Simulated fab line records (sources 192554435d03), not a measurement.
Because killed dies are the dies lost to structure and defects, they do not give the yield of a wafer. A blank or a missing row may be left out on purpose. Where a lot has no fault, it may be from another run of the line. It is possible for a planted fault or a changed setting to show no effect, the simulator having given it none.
fab line records ; flow n5Finfet
record: lots: 7; wafers: 21
route steps=1938 shown BEOL_M5@1161 BEOL_M6@1204 BEOL_M7@1270
startH: hours from the record's first day to the start of the lot's first wafer shown ; waitH: time in hours since the lot's previous step ; " as in the row above ; L1.1+2: a row that stands for several wafers ; - either no value or no given start ; * or withheld: withheld ; < > ~ a bound
route shown NAME@n: a module of which the file shows steps, and the number in the route of the first ; usual: average and standard deviation across the fault-free wafers ; same: alike in all rows ; chamber/n: place in a boat ; sites: per-site readings ; _std_site: their standard deviation ; _edge_site: the outer-site mean with the inner-site mean subtracted ; radiusMm: how far each site lies from the wafer's centre ; mask NAME#n: copy n ; behind: tool/chamber where the wafer was last shaped ; hold: the reason the lot was held/the length of the hold in hours/how it ended ; device: the n, p or np transistor that did not switch ; end of line: tests run on the same wafers once the route is complete ; step lacking rows: just its recipe ; killed: count of dies lost to structure and defects at first sort (not the wafer's yield) ; map: shows each die of a wafer: x if killed, . if not, _ if none is there
set.NAME: the setting as run; set.NAME@STEP: as run at that earlier step ; model.NAME: the simulator's own value behind a step, which no gauge read
one table per step and one row per wafer, for lots whose settings were changed on purpose
== steps ==
step: N5_BEOL_M5_ETCH_41
recipe: chemistry: CH3F/O2; target: SiCN; targetDepthA: 315; taperDeg: 2; timeS: 56.7; ionEnergyEv: 120; maskMaterial: TiN; pressureMtorr: 30; sourceW: 395; biasW: 75; Ar_flow_sccm: 150; CH3F_flow_sccm: 30; O2_flow_sccm: 20
usual: rfVppV: 297.7/1.7
lot.wafer;tool;chamber;startH;waitH;set.sourceW;rfVppV
L074.3;rieDiel-03;3;-;-;446.2;285.1
L074.5;rieDiel-03;2;-;-;446.2;287.1
L074.6;rieDiel-03;3;-;-;446.2;286.2
L079.1;rieDiel-05;0;-;-;395;296.0
L079.2;rieDiel-05;1;-;-;395;299.0
L079.4;rieDiel-05;3;-;-;395;297.9
L081.2;rieDiel-02;2;-;-;456.4;285.8
L081.4;rieDiel-02;1;-;-;395;297.2
L081.6;rieDiel-02;2;-;-;456.4;284.3
L082.2;rieDiel-02;2;-;-;395;297.4
L082.3;rieDiel-02;1;-;-;344.2;310.0
L082.6;rieDiel-02;1;-;-;395;295.0
L084.2;rieDiel-02;2;-;-;395;298.8
L084.4;rieDiel-02;3;-;-;395;294.5
L084.5;rieDiel-02;1;-;-;395;294.1
L086.2;rieDiel-05;3;-;-;395;297.2
L086.4;rieDiel-05;1;-;-;427.2;293.1
L086.6;rieDiel-05;2;-;-;427.2;293.6
L096.1;rieDiel-03;0;-;-;342.5;312.7
L096.4;rieDiel-03;1;-;-;342.5;311.2
L096.5;rieDiel-03;0;-;-;395;298.3
step: N5_BEOL_M5_STRIP_91
recipe: chemistry: N2/H2; timeS: 10; powerW: 450; tempC: 40; pressureMtorr: 20; rfFrequencyHz: 6e+07; biasPowerW: 7; n2FlowSccm: 200; h2FlowSccm: 200
step: N5_BEOL_M5_OCD_MEAS_38
usual: trenchDepthNm: 71.4/1.6
lot.wafer;tool;chamber;startH;waitH;set.timeS@BEOL_M5_TRENCH_ETCH_37;trenchDepthNm
L074.3;ocd-02;-;194.06;-;20.53;59.5
L074.5;ocd-02;-;194.06;-;20.53;56.6
L074.6;ocd-02;-;194.06;-;24.7;71.9
L079.1;ocd-01;-;245.62;-;24.7;72.0
L079.2;ocd-01;-;245.62;-;24.7;73.5
L079.4;ocd-01;-;245.62;-;24.7;71.2
L081.2;ocd-02;-;252.53;-;27.69;78.2
L081.4;ocd-02;-;252.53;-;27.69;79.7
L081.6;ocd-02;-;252.53;-;24.7;70.1
L082.2;ocd-02;-;254.49;-;28.5;80.4
L082.3;ocd-02;-;254.49;-;24.7;70.5
L082.6;ocd-02;-;254.49;-;24.7;71.3
L084.2;ocd-02;-;294.20;-;24.7;68.8
L084.4;ocd-02;-;294.20;-;24.7;69.1
L084.5;ocd-02;-;294.20;-;24.7;70.0
L086.2;ocd-02;-;303.35;-;24.7;71.2
L086.4;ocd-02;-;303.35;-;28.84;86.3
L086.6;ocd-02;-;303.35;-;24.7;74.7
L096.1;ocd-01;-;339.61;-;22.79;66.1
L096.4;ocd-01;-;339.61;-;22.79;67.2
L096.5;ocd-01;-;339.61;-;24.7;71.6
step: N5_BEOL_M5_HM_STRIP_39
recipe: chemistry: peroxideTinStrip; material: TiN; targetDepthA: 250; tempC: 50; timeS: 158
step: N5_BEOL_M5_SRD_40
recipe: timeS: 30; tempC: 23; rinseLiquid: diw; dry: ipaMarangoni
step: N5_BEOL_M5_ECD_50
recipe: material: Cu; targetThkA: 3000
step: N5_BEOL_M5_ANNEAL_51
recipe: tempC: 225; timeS: 90; ambient: N2
step: N5_BEOL_M5_CMP_52
recipe: stopOn: SiCOH_lowk; tOverpolishS: 6.9; downForcePsi: 1; platenRpm: 50; clearingPlatenDownForcePsi: 1.5; clearingPlatenRpm: 50; postCmpClean: cuAlkaline; targetThkNm: 62; clearingPlatenPadVelocityMS: 0.99484; padVelocityMS: 0.99484
lot.wafer;tool;chamber;startH;waitH;set.timeS@BEOL_M5_TRENCH_ETCH_37;model.Cu_of_BEOL_M5_ECD_50.thkNm
L074.3;cmp-04;0;203.06;0.2;20.53;50.6
L074.5;cmp-04;3;203.06;0.2;20.53;48
L074.6;cmp-04;0;203.06;0.2;24.7;62.8
L079.1;cmp-04;0;252.73;1.3;24.7;61.2
L079.2;cmp-04;1;252.73;1.3;24.7;63.6
L079.4;cmp-04;2;252.73;1.3;24.7;60
L081.4;cmp-02;1;259.12;0.2;27.69;69.8
L081.2;cmp-02;2;259.12;0.2;27.69;70
L081.6;cmp-02;0;259.12;0.2;24.7;61.4
L082.2;cmp-04;0;261.68;0.2;28.5;71.4
L082.3;cmp-04;1;261.68;0.2;24.7;63.2
L082.6;cmp-04;0;261.68;0.2;24.7;62
L084.2;cmp-02;3;300.60;0.2;24.7;57.8
L084.4;cmp-02;1;300.60;0.2;24.7;60
L084.5;cmp-02;3;300.60;0.2;24.7;58.4
L086.2;cmp-02;3;309.76;0.2;24.7;59.2
L086.4;cmp-02;0;309.76;0.2;28.84;76.6
L086.6;cmp-02;3;309.76;0.2;24.7;64.6
L096.4;cmp-04;1;346.26;0.2;22.79;58.6
L096.1;cmp-04;2;346.26;0.2;22.79;56.8
L096.5;cmp-04;3;346.26;0.2;24.7;62.8
step: N5_BEOL_M5_THK_MEAS_53
recipe: thkMeasGauge: xrf; reads: Cu_of_BEOL_M5_ECD_50
usual: M5_THK: 60.8/2
lot.wafer;tool;chamber;startH;waitH;set.timeS@BEOL_M5_TRENCH_ETCH_37;M5_THK[nm]
L074.3;filmMetro-02;-;203.32;-;20.53;50.2
L074.5;filmMetro-02;-;203.32;-;20.53;47.5
L074.6;filmMetro-02;-;203.32;-;24.7;62.3
L079.1;filmMetro-02;-;253.03;-;24.7;60.5
L079.2;filmMetro-02;-;253.03;-;24.7;62.6
L079.4;filmMetro-02;-;253.03;-;24.7;59.2
L081.2;filmMetro-02;-;259.34;-;27.69;69.9
L081.4;filmMetro-02;-;259.34;-;27.69;69.2
L081.6;filmMetro-02;-;259.34;-;24.7;61.0
L082.2;filmMetro-01;-;261.98;-;28.5;70.5
L082.3;filmMetro-01;-;261.98;-;24.7;62.2
L082.6;filmMetro-01;-;261.98;-;24.7;61.0
L084.2;filmMetro-01;-;300.86;-;24.7;56.4
L084.4;filmMetro-01;-;300.86;-;24.7;58.8
L084.5;filmMetro-01;-;300.86;-;24.7;57.2
L086.2;filmMetro-01;-;310.02;-;24.7;57.4
L086.4;filmMetro-01;-;310.02;-;28.84;74.5
L086.6;filmMetro-01;-;310.02;-;24.7;62.5
L096.1;filmMetro-01;-;346.49;-;22.79;55.6
L096.4;filmMetro-01;-;346.49;-;22.79;56.8
L096.5;filmMetro-01;-;346.49;-;24.7;61.5
step: N5_BEOL_M5_PRE_CLEAN_77
recipe: gas: NH3/H2; timeS: 15; tempC: *; rfPowerW: 300
step: N5_BEOL_M5_CO_CAP_78
recipe: material: Co; targetThkA: 20; tempC: 200; precursor: CCTBA/H2; pressureTorr: 30; timeS: 102.1
step: N5_BEOL_M5_PRE_CLEAN_55
recipe: gas: NH3; timeS: 15; tempC: withheld; rfPowerW: 300
step: N5_BEOL_M5_DEP_56
recipe: material: SiCN; targetThkA: 80; tempC: withheld; precursor: 3MS/NH3; pressureTorr: 3; rfW: 202; timeS: 14
step: N5_BEOL_M5_RS_MEAS_57
recipe: thkMeasGauge: four-point-probe; reads: Co_of_BEOL_M5_CO_CAP_78+Cu_of_BEOL_M5_ECD_50+Co_of_BEOL_M5_CVD_47+TaN_of_BEOL_M5_ALD_86
usual: M5_RS: 0.388/0.016
lot.wafer;tool;chamber;startH;waitH;set.timeS@BEOL_M5_TRENCH_ETCH_37;M5_RS[ohm/sq]
L074.3;filmMetro-01;-;203.64;0.1;20.53;0.498
L074.5;filmMetro-01;-;203.64;0.1;20.53;0.530
L074.6;filmMetro-01;-;203.64;0.1;24.7;0.381
L079.1;filmMetro-01;-;254.88;0.0;24.7;0.394
L079.2;filmMetro-01;-;254.88;0.0;24.7;0.375
L079.4;filmMetro-01;-;254.88;0.0;24.7;0.403
L081.2;filmMetro-01;-;259.60;0.1;27.69;0.334
L081.4;filmMetro-01;-;259.60;0.1;27.69;0.336
L081.6;filmMetro-01;-;259.60;0.1;24.7;0.392
L082.2;filmMetro-02;-;262.24;0.1;28.5;0.327
L082.3;filmMetro-02;-;262.24;0.1;24.7;0.377
L082.6;filmMetro-02;-;262.24;0.1;24.7;0.387
L084.2;filmMetro-02;-;301.20;0.1;24.7;0.422
L084.4;filmMetro-02;-;301.20;0.1;24.7;0.402
L084.5;filmMetro-02;-;301.20;0.1;24.7;0.417
L086.2;filmMetro-01;-;310.33;0.1;24.7;0.410
L086.4;filmMetro-01;-;310.33;0.1;28.84;0.301
L086.6;filmMetro-01;-;310.33;0.1;24.7;0.368
L096.1;filmMetro-01;-;346.78;0.1;22.79;0.431
L096.4;filmMetro-01;-;346.78;0.1;22.79;0.414
L096.5;filmMetro-01;-;346.78;0.1;24.7;0.380
step: N5_BEOL_M6_EXPOSE_08
recipe: maskId: M6; na: 1.35; sourceShape: dipole; sigmaInner: 0.817; sigmaOuter: 0.97; polarization: te; doseMj: 68.25
lot.wafer;tool;chamber;startH;waitH;mask;set.doseMj
L074.3+5;arfiScanner-02;0;205.25;-;M6#0;68.25
L074.6;arfiScanner-02;0;205.25;-;M6#0;64.97
L079.1+2+4;arfiScanner-02;0;256.99;-;M6#0;68.25
L081.2;arfiScanner-02;0;261.42;-;M6#0;68.25
L081.4+6;arfiScanner-02;0;261.42;-;M6#0;71.68
L082.2+3+6;arfiScanner-01;0;263.66;-;M6#0;68.25
L084.2+5;arfiScanner-03;0;304.02;-;M6#0;65.09
L084.4;arfiScanner-03;0;304.02;-;M6#0;68.25
L086.2+4;arfiScanner-02;0;313.28;-;M6#0;68.25
L086.6;arfiScanner-02;0;313.28;-;M6#0;63.36
L096.1;arfiScanner-02;0;347.88;-;M6#0;72.48
L096.4+5;arfiScanner-02;0;347.88;-;M6#0;68.25
step: N5_BEOL_M6_PEB_09
recipe: pebTempC: withheld; pebTimeS: 60; resist: CAR-ArF
step: N5_BEOL_M6_DEVELOP_10
recipe: developTimeS: 30; developer: TMAH; resist: CAR-ArF; rinseLiquid: diw; dry: airSpin; devTempC: 23
step: N5_BEOL_M6_CD_MEAS_11
recipe: targetCdNm: 38.5; landingEnergyEv: 500; detector: seInlens; polarity: opening
usual: cdNm: 38.5/0.54
lot.wafer;tool;chamber;startH;waitH;set.doseMj@BEOL_M6_EXPOSE_08;cdNm
L074.3;cdSem-01;0;205.37;-;68.25;38.4
L074.5;cdSem-01;0;205.37;-;68.25;38.3
L074.6;cdSem-01;0;205.37;-;64.97;36.4
L079.1;cdSem-01;0;257.12;-;68.25;39.1
L079.2;cdSem-01;0;257.12;-;68.25;38.9
L079.4;cdSem-01;0;257.12;-;68.25;38.1
L081.2;cdSem-03;0;261.55;-;68.25;38.8
L081.4;cdSem-03;0;261.55;-;71.68;40.9
L081.6;cdSem-03;0;261.55;-;71.68;40.3
L082.2;cdSem-02;0;263.78;-;68.25;38.3
L082.3;cdSem-02;0;263.78;-;68.25;38.4
L082.6;cdSem-02;0;263.78;-;68.25;39.0
L084.2;cdSem-03;0;304.14;-;65.09;37.0
L084.4;cdSem-03;0;304.14;-;68.25;38.8
L084.5;cdSem-03;0;304.14;-;65.09;37.2
L086.2;cdSem-03;0;313.40;-;68.25;38.7
L086.4;cdSem-03;0;313.40;-;68.25;38.3
L086.6;cdSem-03;0;313.40;-;63.36;34.9
L096.1;cdSem-01;0;348.01;-;72.48;42.3
L096.4;cdSem-01;0;348.01;-;68.25;39.2
L096.5;cdSem-01;0;348.01;-;68.25;38.7
step: N5_BEOL_M6_DESCUM_16
recipe: chemistry: O2; timeS: 7.9; sourcePowerW: 50; biasPowerW: 20; pressureMtorr: 20; rfFrequencyHz: 2.712e+07; tempC: 40; resist: CAR-ArF; o2FlowSccm: 225
step: N5_BEOL_M6_ETCH_61
recipe: chemistry: CF4; target: SiARC; targetDepthA: 455; maskMaterial: CAR-ArF; timeS: 75.8; ionEnergyEv: 80; pressureMtorr: 40; sourceW: 545; biasW: 36; Ar_flow_sccm: 100; cf4FlowSccm: 100; ends: cleared
lot.wafer;tool;chamber;startH;waitH;set.doseMj@BEOL_M6_EXPOSE_08;model.BEOL_M6.cdOffsetNm
L074.3+5;rieDiel-04;1,0;205.49;0.0;68.25;0
L074.6;rieDiel-04;3;205.49;0.0;64.97;-2.4
L079.1;rieDiel-01;0;257.34;0.0;68.25;0.8
L079.2;rieDiel-01;3;257.34;0.0;68.25;0
L079.4;rieDiel-01;1;257.34;0.0;68.25;-0.4
L081.2;rieDiel-01;1;261.68;0.0;68.25;0.2
L081.4;rieDiel-01;3;261.68;0.0;71.68;2.4
L081.6;rieDiel-01;3;261.68;0.0;71.68;1.8
L082.2;rieDiel-01;3;263.90;0.0;68.25;-0.6
L082.3+6;rieDiel-01;0,3;263.90;0.0;68.25;0.2
L084.2+5;rieDiel-06;1,3;304.33;0.0;65.09;-1.4
L084.4;rieDiel-06;3;304.33;0.0;68.25;0.4
L086.2;rieDiel-01;0;313.67;0.0;68.25;0.2
L086.4;rieDiel-01;2;313.67;0.0;68.25;-0.2
L086.6;rieDiel-01;3;313.67;0.0;63.36;-3.8
L096.1;rieDiel-06;1;348.13;0.0;72.48;3.6
L096.4;rieDiel-06;3;348.13;0.0;68.25;0.4
L096.5;rieDiel-06;3;348.13;0.0;68.25;0
step: N5_BEOL_M6_ETCH_62
recipe: chemistry: N2/H2; target: SOC; targetDepthA: 1100; overetchA: 220; maskMaterial: SiARC; tempC: 40; timeS: 165; ionEnergyEv: 200; pressureMtorr: 30; sourceW: 840; biasW: 150; n2FlowSccm: 200; h2FlowSccm: 200
usual: rfVppV: 525.6/2.1
lot.wafer;tool;chamber;startH;waitH;set.biasW;set.doseMj@BEOL_M6_EXPOSE_08;rfVppV;model.SiARC_of_BEOL_M6_COAT_60.thkNm;model.BEOL_M6.cdOffsetNm
L074.3;rieDiel-04;1;205.54;0.0;164.3;68.25;557.7;27.6;0.2
L074.5;rieDiel-04;0;205.54;0.0;150;68.25;525.5;28.2;0
L074.6;rieDiel-04;3;205.54;0.0;150;64.97;524.7;28;-2.6
L079.1;rieDiel-01;0;257.40;0.0;150;68.25;527.7;28.4;0.8
L079.2;rieDiel-01;3;257.40;0.0;150;68.25;524.4;28;0.2
L079.4;rieDiel-01;1;257.40;0.0;150;68.25;526.7;28.4;-0.8
L081.2;rieDiel-01;1;261.73;0.0;150;68.25;525.0;28.4;0
L081.4;rieDiel-01;3;261.73;0.0;132.8;71.68;485.3;29.2;2.4
L081.6;rieDiel-01;3;261.73;0.0;132.8;71.68;485.8;29.2;1.6
L082.2;rieDiel-01;3;263.96;0.0;168.6;68.25;565.5;27.4;-0.6
L082.3;rieDiel-01;0;263.96;0.0;150;68.25;529.5;28.6;0.2
L082.6;rieDiel-01;3;263.96;0.0;168.6;68.25;565.3;27.4;0.2
L084.2;rieDiel-06;1;304.38;0.0;150;65.09;522.6;28.2;-1.6
L084.4;rieDiel-06;3;304.38;0.0;127.5;68.25;468.6;29.8;0.4
L084.5;rieDiel-06;3;304.38;0.0;150;65.09;520.7;28.4;-1.4
L086.2;rieDiel-01;0;313.72;0.0;139;68.25;502.7;29;0.2
L086.4;rieDiel-01;2;313.72;0.0;150;68.25;528.1;28.6;-0.2
L086.6;rieDiel-01;3;313.72;0.0;139;63.36;499.1;28.8;-3.8
L096.1;rieDiel-06;1;348.19;0.0;150;72.48;523.6;28.4;3.8
L096.4;rieDiel-06;3;348.19;0.0;150;68.25;528.5;28.4;0.2
L096.5;rieDiel-06;3;348.19;0.0;129.1;68.25;479.4;29.4;-0.2
step: N5_BEOL_M6_STRIP_68
recipe: chemistry: N2/H2; tempC: 40; n2FlowSccm: 200; h2FlowSccm: 200; rfFrequencyHz: 6e+07
step: N5_BEOL_M6_STRIP_67
recipe: chemistry: CF4; resist: SiARC; powerW: 300; biasPowerW: 75; pressureMtorr: 50; cf4FlowSccm: 150; rfFrequencyHz: 6e+07
step: N5_BEOL_M6_HM_OPEN_17
recipe: chemistry: Cl2/BCl3; targetDepthA: 200; overetchA: 60; target: TiN; maskMaterial: SOC; ionEnergyEv: 150; pressureMtorr: 10; icpW: 1000; biasW: 126; Cl2_flow_sccm: 53.25; bcl3FlowSccm: 21.75; Ar_flow_sccm: 25
lot.wafer;tool;chamber;startH;waitH;set.doseMj@BEOL_M6_EXPOSE_08;model.BEOL_M6.cdOffsetNm
L074.3;rieMetal-01;0;205.76;0.1;68.25;0.2
L074.5;rieMetal-01;0;205.76;0.1;68.25;-0.2
L074.6;rieMetal-01;1;205.76;0.1;64.97;-2.6
L079.1;rieMetal-01;1;257.58;0.0;68.25;0.6
L079.2;rieMetal-01;0;257.58;0.0;68.25;0
L079.4;rieMetal-01;1;257.58;0.0;68.25;-0.8
L081.2;rieMetal-01;0;261.92;0.0;68.25;-0.2
L081.4;rieMetal-01;1;261.92;0.0;71.68;2.2
L081.6;rieMetal-01;1;261.92;0.0;71.68;1.6
L082.2;rieMetal-03;0;264.14;0.0;68.25;-0.8
L082.3;rieMetal-03;0;264.14;0.0;68.25;0.2
L082.6;rieMetal-03;0;264.14;0.0;68.25;0
L084.2+5;rieMetal-02;0,1;304.57;0.0;65.09;-1.6
L084.4;rieMetal-02;1;304.57;0.0;68.25;0.4
L086.2;rieMetal-01;1;313.91;0.0;68.25;0.2
L086.4;rieMetal-01;0;313.91;0.0;68.25;-0.2
L086.6;rieMetal-01;0;313.91;0.0;63.36;-3.8
L096.1;rieMetal-03;1;348.38;0.0;72.48;3.8
L096.4;rieMetal-03;1;348.38;0.0;68.25;0.2
L096.5;rieMetal-03;1;348.38;0.0;68.25;-0.4
step: N5_BEOL_M6_STRIP_19
recipe: chemistry: O2; powerW: 400; tempC: 40; pressureMtorr: 30; rfFrequencyHz: 6e+07; biasPowerW: 0; overashFraction: 0.2; o2FlowSccm: 225
step: N5_BEOL_M6_CD_MEAS_18
recipe: pitchNm: 80; targetCdNm: 40
usual: cdNm: 39.9/0.57
lot.wafer;tool;chamber;startH;waitH;set.doseMj@BEOL_M6_EXPOSE_08;cdNm
L074.3;cdSem-03;-;205.91;0.1;68.25;39.8
L074.5;cdSem-03;-;205.91;0.1;68.25;39.7
L074.6;cdSem-03;-;205.91;0.1;64.97;37.4
L079.1;cdSem-02;-;257.87;0.0;68.25;40.7
L079.2;cdSem-02;-;257.87;0.0;68.25;40.1
L079.4;cdSem-02;-;257.87;0.0;68.25;39.1
L081.2;cdSem-01;-;262.15;0.1;68.25;40.2
L081.4;cdSem-01;-;262.15;0.1;71.68;42.6
L081.6;cdSem-01;-;262.15;0.1;71.68;41.7
L082.2;cdSem-03;-;264.46;0.1;68.25;39.3
L082.3;cdSem-03;-;264.46;0.1;68.25;40.4
L082.6;cdSem-03;-;264.46;0.1;68.25;40.2
L084.2;cdSem-03;-;304.75;0.1;65.09;38.4
L084.4;cdSem-03;-;304.75;0.1;68.25;40.3
L084.5;cdSem-03;-;304.75;0.1;65.09;38.4
L086.2;cdSem-02;-;314.09;0.1;68.25;40.3
L086.4;cdSem-02;-;314.09;0.1;68.25;39.7
L086.6;cdSem-02;-;314.09;0.1;63.36;36.3
L096.1;cdSem-02;-;348.56;0.0;72.48;44.3
L096.4;cdSem-02;-;348.56;0.0;68.25;40.0
L096.5;cdSem-02;-;348.56;0.0;68.25;39.7
step: N5_BEOL_M6_COAT_63
recipe: resist: SOC; tempC: 250; timeS: 60; spinRpm: 1500; resistThkNm: 60
step: N5_BEOL_M6_COAT_64
recipe: resist: SiARC; tempC: 220; timeS: 60; spinRpm: 1500; resistThkNm: 12
step: N5_BEOL_M6_PRECLEAN_42
recipe: chemistry: residueRemover; timeS: 60; tempC: 40
step: N5_BEOL_M6_SRD_43
recipe: timeS: 30; tempC: 23; rinseLiquid: diw; dry: ipaMarangoni
step: N5_BEOL_M6_CD_MEAS_35
recipe: targetCdNm: 40; targetCdYNm: 28; polarity: opening
usual: cdNm: 39.9/0.59
lot.wafer;tool;chamber;startH;waitH;set.doseMj@BEOL_M6_EXPOSE_08;cdNm
L074.3;cdSem-02;-;211.65;0.0;68.25;39.8
L074.5;cdSem-02;-;211.65;0.0;68.25;40.2
L074.6;cdSem-02;-;211.65;0.0;64.97;37.1
L079.1;cdSem-03;-;260.69;0.0;68.25;40.2
L079.2;cdSem-03;-;260.69;0.0;68.25;40.1
L079.4;cdSem-03;-;260.69;0.0;68.25;39.2
L081.2;cdSem-02;-;264.57;0.0;68.25;39.9
L081.4;cdSem-02;-;264.57;0.0;71.68;42.4
L081.6;cdSem-02;-;264.57;0.0;71.68;41.3
L082.2;cdSem-03;-;269.28;0.0;68.25;39.3
L082.3;cdSem-03;-;269.28;0.0;68.25;40.3
L082.6;cdSem-03;-;269.28;0.0;68.25;40.2
L084.2;cdSem-01;-;306.48;0.0;65.09;38.7
L084.4;cdSem-01;-;306.48;0.0;68.25;40.4
L084.5;cdSem-01;-;306.48;0.0;65.09;38.3
L086.2;cdSem-01;-;316.37;0.0;68.25;40.2
L086.4;cdSem-01;-;316.37;0.0;68.25;39.9
L086.6;cdSem-01;-;316.37;0.0;63.36;36.3
L096.1;cdSem-01;-;350.65;0.0;72.48;43.7
L096.4;cdSem-01;-;350.65;0.0;68.25;40.1
L096.5;cdSem-01;-;350.65;0.0;68.25;39.7
step: N5_BEOL_M7_COAT_05
recipe: resist: CAR-ArF; spinRpm: 1500; resistThkNm: 90
lot.wafer;tool;chamber;startH;waitH;set.spinRpm;model.CAR-ArF_of_BEOL_M7_COAT_05.thkNm
L074.3+6;lithoTrack-02;0;-;-;1500;90
L074.5;lithoTrack-02;0;-;-;1450;91.2
L079.1+4;lithoTrack-01;0;-;-;1500;90.2
L079.2;lithoTrack-01;0;-;-;1500;90
L081.2;lithoTrack-01;0;-;-;1549;88.6
L081.4;lithoTrack-01;0;-;-;1549;88.4
L081.6;lithoTrack-01;0;-;-;1500;90
L082.2+6;lithoTrack-04;0;-;-;1500;90.2
L082.3;lithoTrack-04;0;-;-;1446;92
L084.2;lithoTrack-04;0;-;-;1617;86.4
L084.4;lithoTrack-04;0;-;-;1617;86.2
L084.5;lithoTrack-04;0;-;-;1500;89.4
L086.2;lithoTrack-02;0;-;-;1500;90
L086.4;lithoTrack-02;0;-;-;1649;86
L086.6;lithoTrack-02;0;-;-;1649;85.8
L096.1;lithoTrack-01;0;-;-;1663;85.4
L096.4+5;lithoTrack-01;0;-;-;1500;89.8
step: N5_BEOL_M7_EBR_07
recipe: solvent: PGMEA; ebrWidthMm: 1.5
step: N5_BEOL_M7_SOFTBAKE_06
recipe: tempC: 110; timeS: 60; resist: CAR-ArF
step: N5_BEOL_M7_DESCUM_16
recipe: chemistry: O2; timeS: 7.9; sourcePowerW: 50; biasPowerW: 20; pressureMtorr: 20; rfFrequencyHz: 2.712e+07; tempC: 40; resist: CAR-ArF; o2FlowSccm: 225
step: N5_BEOL_M7_ETCH_61
recipe: chemistry: CF4; target: SiARC; targetDepthA: 455; maskMaterial: CAR-ArF; timeS: 75.8; ionEnergyEv: 80; pressureMtorr: 40; sourceW: 545; biasW: 36; Ar_flow_sccm: 100; cf4FlowSccm: 100; ends: cleared
lot.wafer;tool;chamber;startH;waitH;set.spinRpm@BEOL_M7_COAT_05;model.CAR-ArF_of_BEOL_M7_COAT_05.thkNm
L074.3+6;rieDiel-05;3;215.40;0.0;1500;51
L074.5;rieDiel-05;1;215.40;0.0;1450;52.2
L079.1+4;rieDiel-03;3,2;265.14;0.0;1500;51.2
L079.2;rieDiel-03;1;265.14;0.0;1500;50.8
L081.2+4;rieDiel-03;2,3;269.70;0.0;1549;49.4
L081.6;rieDiel-03;3;269.70;0.0;1500;51
L082.2+6;rieDiel-02;0;273.60;0.0;1500;51
L082.3;rieDiel-02;3;273.60;0.0;1446;53
L084.2+4;rieDiel-05;0,1;313.60;0.0;1617;47.2
L084.5;rieDiel-05;0;313.60;0.0;1500;50.4
L086.2;rieDiel-03;3;322.06;0.0;1500;51.2
L086.4+6;rieDiel-03;0,3;322.06;0.0;1649;47
L096.1;rieDiel-02;1;358.13;0.0;1663;46.2
L096.4;rieDiel-02;1;358.13;0.0;1500;50.6
L096.5;rieDiel-02;2;358.13;0.0;1500;50.8
== key ==
split: step: N5_BEOL_M5_ETCH_41; setting: sourceW; stated: 395; by: wafer
response: step: N5_BEOL_M5_ETCH_41; reading: rfVppV; change: -0.89; per: 1%; r: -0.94
split: step: N5_BEOL_M6_EXPOSE_08; setting: doseMj; stated: 68.25; by: wafer
response: step: N5_BEOL_M6_CD_MEAS_11; reading: cdNm; change: +0.459; per: 1%; r: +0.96
response: step: N5_BEOL_M6_ETCH_61; reading: model.BEOL_M6.cdOffsetNm; change: +0.487; per: 1%; r: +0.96
response: step: N5_BEOL_M6_ETCH_62; reading: model.BEOL_M6.cdOffsetNm; change: +0.518; per: 1%; r: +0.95
response: step: N5_BEOL_M6_HM_OPEN_17; reading: model.BEOL_M6.cdOffsetNm; change: +0.525; per: 1%; r: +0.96
response: step: N5_BEOL_M6_CD_MEAS_18; reading: cdNm; change: +0.525; per: 1%; r: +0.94
response: step: N5_BEOL_M6_CD_MEAS_35; reading: cdNm; change: +0.521; per: 1%; r: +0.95
split: step: N5_BEOL_M6_ETCH_62; setting: biasW; stated: 150; by: wafer
response: step: N5_BEOL_M6_ETCH_62; reading: rfVppV; change: +3.36; per: 1%; r: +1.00
response: step: N5_BEOL_M6_ETCH_62; reading: model.SiARC_of_BEOL_M6_COAT_60.thkNm; change: -0.0794; per: 1%; r: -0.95
split: step: N5_BEOL_M7_COAT_05; setting: spinRpm; stated: 1500; by: wafer
response: step: N5_BEOL_M7_COAT_05; reading: model.CAR-ArF_of_BEOL_M7_COAT_05.thkNm; change: -0.41; per: 1%; r: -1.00
response: step: N5_BEOL_M7_ETCH_61; reading: model.CAR-ArF_of_BEOL_M7_COAT_05.thkNm; change: -0.423; per: 1%; r: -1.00
split outsideThisFile step=N5_BEOL_M5_TRENCH_ETCH_37 setting=timeS
split outsideThisFile: this setting was split too, and the file shows its column; the key of that split is in another file
